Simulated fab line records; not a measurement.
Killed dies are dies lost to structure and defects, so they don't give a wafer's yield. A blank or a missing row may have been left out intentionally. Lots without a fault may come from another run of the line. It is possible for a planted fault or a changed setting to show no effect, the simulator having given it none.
A struck lot beside a sound one || flow nand harc || 21 out of 1302 route steps
Sound: these wafers, L386.2, L386.5, L386.6. The struck wafers were L391.1, L391.5. The cause is named last.
Order at every step that has rows: each side's tool, ch and its chambers, its first start. Under that, the readings that differ: sound wafers || struck wafers || difference of the means || sigmas: that difference in standard deviations of wafers without a fault.
alike: a reading whose means differ by less than 2 such deviations, as well as words and numbers matching on both sides. not compared: withheld readings; readings where some wafer has no value; bounds like >300 that might hide an equal value; numbers whose values overlap and for which the record gives no deviation.
The two part at a step that has a row with sigmas, a row that says differs or no value, or rows on one side only. When numbers do not overlap yet have no deviation, they are printed without sigmas and do not part them. A reading that every wafer of one side lacks parts them only if that side has two wafers or more.

NHARC_A_BLC_CMP_25: polishes, t overpolish 30 s, target thk 150 nm.
  sound on cmp-03 ch 2,3, day 24 10:51; struck on cmp-01 ch 2,3, day 26 14:43
  alike: motor current A, overpolish run s, time to endpoint s
next, for these wafers, 1 step has no rows: NHARC_A_BLC_SRD_27.
NHARC_A_BLC_INSPECT_28:
  sound on defect inspect-02, day 24 11:15; struck on defect inspect-01, day 26 15:05
  alike: raw defect count
then, 8 steps without rows for these wafers: NHARC_A_M0_DEP_00 (deposits SiOC, target thk 150 nm); NHARC_A_M0_DEHYDRATE_01 (time 120 s); NHARC_A_M0_HMDS_02 (time 30 s); NHARC_A_M0_COAT_33 (time 65 s); NHARC_A_M0_COAT_03 (resist thk 90 nm); NHARC_A_M0_SOFTBAKE_04 (time 55 s); NHARC_A_M0_EBR_05; NHARC_A_M0_EXPOSE_06 (exposes mask A M0, target cd 80 nm).
NHARC_A_M0_PEB_07: peb time 65 s.
  sound on litho track-01 ch 0, day 24 12:04; struck on litho track-04 ch 0, day 26 15:55
{"reading": "heater power total W (W)", "sound": "157.0 156.4 155.9", "struck": "154.6 154.8", "difference": -1.7, "sigmas": -4}
{"reading": "plate temp C (C)", "sound": "100.01 99.92 99.89", "struck": "99.39 99.44", "difference": -0.53, "sigmas": -4}
then, 1 step without rows for these wafers: NHARC_A_M0_DEVELOP_08 (develop time 35 s).
NHARC_A_M0_CD_MEAS_09: the cd target is 80 nm.
  sound on cd sem-01 ch 0, day 24 12:09; struck on cd sem-01 ch 0, day 26 16:00
{"reading": "cd nm (nm)", "sound": "79.4 79.6 79.5", "struck": "77.6 77.0", "difference": -2.2, "sigmas": -2}
NHARC_A_M0_OVL_MEAS_10: pitch 160 nm.
  sound on overlay-01, day 24 12:14; struck on overlay-01, day 26 16:05
  alike: overlay x nm, overlay y nm
NHARC_A_M0_INSPECT_11:
  sound on defect inspect-02, day 24 12:16; struck on defect inspect-02, day 26 16:08
  alike: raw defect count
NHARC_A_M0_DESCUM_14: chemistry O2, time 3 s.
  sound on rie diel-10 ch 0,1,3, day 24 12:21; struck on rie diel-02 ch 1,3, day 26 16:11
{"reading": "chamber pressure mTorr (mTorr)", "sound": "60.00 60.06 60.01", "struck": "59.91 59.91", "difference": -0.11, "sigmas": -2}
{"reading": "model.A_M0.cd nm (nm)", "sound": "78.64 78.91 80.77", "struck": "78.2 76.42", "difference": -2.1, "sigmas": ""}
  alike: drypump motor current A, oes product au, rf vpp V, showerhead plenum p Torr, throttle valve pct
  not compared: rf hours counter h
NHARC_A_M0_ETCH_34: etches the open film in N2/H2, target depth 40 nm, overetch 12 nm, time 43.94 s.
  sound on rie diel-10 ch 0,1,2, day 24 12:26; struck on rie diel-02 ch 1,3, day 26 16:19
  alike: chamber pressure mTorr, drypump motor current A, oes product au, rf vpp V, showerhead plenum p Torr, throttle valve pct
  not compared: rf hours counter h
NHARC_A_M0_ETCH_15: etches the open film in C4F8/Ar, target depth 150 nm, overetch 15 nm, time 82.5 s.
  sound: rie diel-10 ch 1,2; struck: rie diel-02 ch 3
{"reading": "model.A_M0.cd nm (nm)", "sound": "79.12 78.85 81.41", "struck": "77.91 76.23", "difference": -2.72, "sigmas": ""}
  alike: chamber pressure mTorr, oes product au, rf vpp V
  not compared: rf hours counter h
NHARC_A_M0_CD_MEAS_16:
  sound on cd sem-02, day 24 12:38; struck on cd sem-02, day 26 16:32
{"reading": "cd nm (nm)", "sound": "79.3 78.8 81.2", "struck": "78.0 76.2", "difference": -2.7, "sigmas": -2}
NHARC_END_SORT_01:
  sound on prober-01 ch 0, day 26 04:31; struck on prober-01 ch 0, day 28 14:03
  alike: defect limited yield, killed at array, killed at other, killed at periphery, killed dies, killed open, killed short, sort_bin_2_pct, sort_bin_3_pct, sort_bin_4_pct, sort n pass, sort rim yield pct, sort yield pct

WHERE THEY PART
Last at NHARC_A_M0_CD_MEAS_16 as far as this record goes, first at NHARC_A_M0_PEB_07. Later steps at which nothing parts them and some readings are alike: NHARC_END_SORT_01.

WHY: whatever the simulator had introduced
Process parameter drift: litho track-04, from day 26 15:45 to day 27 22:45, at NHARC_A_M0_PEB_07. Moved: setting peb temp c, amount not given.
